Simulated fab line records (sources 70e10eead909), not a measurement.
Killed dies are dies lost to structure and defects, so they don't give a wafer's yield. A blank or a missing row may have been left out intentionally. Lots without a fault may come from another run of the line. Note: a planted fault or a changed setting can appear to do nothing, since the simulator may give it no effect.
A struck lot beside a sound one || flow nand harc || 13 out of 1302 route steps
Sound: wafers L567.1, L567.4, L567.5. Struck: wafer L575.3. (L575.4, L575.6 of the same lot were not struck and are left out.) The cause comes at the end.
For every step that has rows: the tool of each side, followed by ch and its chambers, followed by its first start. Under that, the readings that differ: sound wafers || struck wafers || difference of the means || sigmas: that difference in standard deviations of wafers without a fault.
alike: readings whose means differ by less than 2 such deviations, and words and numbers that are the same on both sides. not compared: withheld readings, readings that some wafer has no value for, bounds like >300 that may hide the same value, and numbers for which the record gives no deviation and whose values overlap.
Wherever a step has rows on one side only, a row that says differs or no value, or a row with sigmas, the two part there. Numbers that don't overlap but have no deviation are shown without sigmas and don't part them. A reading missing from all wafers of one side parts the sides only when that side holds two or more wafers.

NHARC_A_WL_FILL_ALD_02: deposits TiN, target thk 2 nm, pulse time 3 s, ald cycles 100.
  sound on ald metal-04 ch 0,1,3, day 21 04:29; struck on ald metal-01 ch 1, day 23 16:56
  alike: heater power w, precursor pulse height rel
NHARC_A_WL_FILL_CVD_03: deposits W, target thk 40 nm, time 279 s.
  sound on cvd w-01 ch 1, day 21 04:52; struck on cvd w-01 ch 1, day 23 17:26
  alike: chamber pressure Torr, heater power w, throttle valve pct
NHARC_A_WL_FILL_ETCHBACK_04: etches the open film in NF3, target depth 60 nm, time 120 s.
  sound on rie metal-01 ch 0,1, day 21 05:15; struck on rie metal-01 ch 0, day 23 17:46
  alike: drypump motor current A, oes product au, run length s
  not compared: rf hours counter h
NHARC_A_WL_FILL_ETCHBACK_05: etches the open film in Cl2/BCl3, target depth 22 nm, time 60 s.
  sound on rie metal-01 ch 0,1, day 21 05:31; struck on rie metal-01 ch 0, day 23 17:58
  alike: drypump motor current A, oes product au, run length s
  not compared: rf hours counter h
then, 6 steps without rows for these wafers: NHARC_A_WL_FILL_STRIP_27 (strips in N2/H2, time 20 s); NHARC_A_WL_FILL_STRIP_28 (strips in post etch residue remover, time 1200 s); NHARC_A_WL_FILL_PRECLEAN_06 (cleans in DIW, time 300 s); NHARC_A_WL_FILL_SRD_07; NHARC_A_WL_FILL_ANNEAL_08 (time 1800 s); NHARC_A_WL_FILL_ALD_10 (deposits SiO2, target thk 50 nm, pulse time 10 s, ald cycles 500).
NHARC_A_WL_FILL_ETCHBACK_16: etches the open film in C4F8/O2/Ar, target depth 120 nm, time 24 s.
  sound on rie diel-10 ch 0,3, day 21 19:04; struck on rie diel-08 ch 3, day 24 04:17
{"reading": "run length s (s)", "sound": "44.4 46.2 45.0", "struck": 27.0, "difference": -18.2, "sigmas": -36}
  alike: oes product au, rf vpp V
  not compared: rf hours counter h
NHARC_A_WL_FILL_STRIP_29: strips in O2, time 20 s.
  sound on rie diel-10 ch 0,1,3, day 21 19:10; struck on rie diel-08 ch 3, day 24 04:23
  alike: drypump motor current A, oes product au, rf vpp V, showerhead plenum p Torr, throttle valve pct
  not compared: rf hours counter h
-- jump in the record: it breaks off in module A_WL_FILL and resumes in module END (first step shown: number 1302 of the route), and 4 days separate the struck wafers' starts before and after --
NHARC_END_SORT_01:
  here the record holds rows for the struck wafers (prober-02 ch 0, day 28 10:37) but none for the sound ones

WHERE THEY PART
First at NHARC_A_WL_FILL_ETCHBACK_16; last, within this record, at NHARC_END_SORT_01.

WHY: whatever the simulator had introduced
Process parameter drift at NHARC_A_WL_FILL_ETCHBACK_16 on rie diel-08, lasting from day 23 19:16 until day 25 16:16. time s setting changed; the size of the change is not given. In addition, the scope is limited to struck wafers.
